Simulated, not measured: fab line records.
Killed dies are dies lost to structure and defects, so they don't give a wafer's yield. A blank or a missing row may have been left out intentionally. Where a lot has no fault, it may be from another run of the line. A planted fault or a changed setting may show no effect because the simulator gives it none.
Which of the tools did it? | flow n5-finfet | 11 lots (32 wafers sampled), 1 step of a 1938-step route

## WHAT THE GAUGES SHOWED, per wafer
N5_BEOL_M11_CD_MEAS_11: the cd target is 64.1 nm. Usual: cd-nm reads 63.6 nm (standard deviation 0.78).
lot  | measured     | on        | cd-nm (nm)     | flag
L750 | day 10 09:14 | cd-sem-03 | 64.8 64.5 64.2 |
L752 | day 11 03:03 | cd-sem-01 | 63.0 63.0      |
L753 | day 11 03:13 | cd-sem-02 | 63.4 63.4 62.8 |
L755 | day 12 00:29 | cd-sem-03 | 64.3 64.1 63.1 |
L756 | day 12 08:16 | cd-sem-01 | 63.4 64.1 64.3 |
L765 | day 14 05:04 | cd-sem-02 | 63.1 64.1 64.2 |
L760 | day 14 05:36 | cd-sem-01 | 62.4 63.9 63.7 |
L770 | day 16 12:28 | cd-sem-02 | 63.7 62.4 63.4 |
L771 | day 16 12:42 | cd-sem-03 | 64.5 64.0 63.0 |
L772 | day 16 18:50 | cd-sem-01 | 62.4 62.5 62.8 |
L773 | day 16 20:23 | cd-sem-03 | 64.1 64.4 64.1 |

## WHICH TOOL RAN EACH LOT (tool, then ch and the chambers of the sampled wafers, then the start)
The record holds no process step before these readings.

## WHAT THE TOOLS THEMSELVES READ (means of the sampled wafers that have a number; where no wafer has one, the mark that the record gives instead)
The record holds no such reading with a usual standard deviation.

## THE ANSWER, worked out from the rows above alone
Rule: take the mean of a lot's wafers that have a number; if it is more than 3 standard deviations from the usual mean, the lot is off. Also off: a lot with no number at a reading for which 4 or more lots have one. The other lots that the step has rows for count as sound. After the gauges, taken in route order, come the tools' own readings; for these a lot's mean is taken, as printed above. At the first step where some lot is off, the reading lying furthest off is the one used; lots without a number count as furthest.
No lot is off at any reading shown: from this, nothing can be told.

## WHAT WAS PUT IN BY THE SIMULATOR
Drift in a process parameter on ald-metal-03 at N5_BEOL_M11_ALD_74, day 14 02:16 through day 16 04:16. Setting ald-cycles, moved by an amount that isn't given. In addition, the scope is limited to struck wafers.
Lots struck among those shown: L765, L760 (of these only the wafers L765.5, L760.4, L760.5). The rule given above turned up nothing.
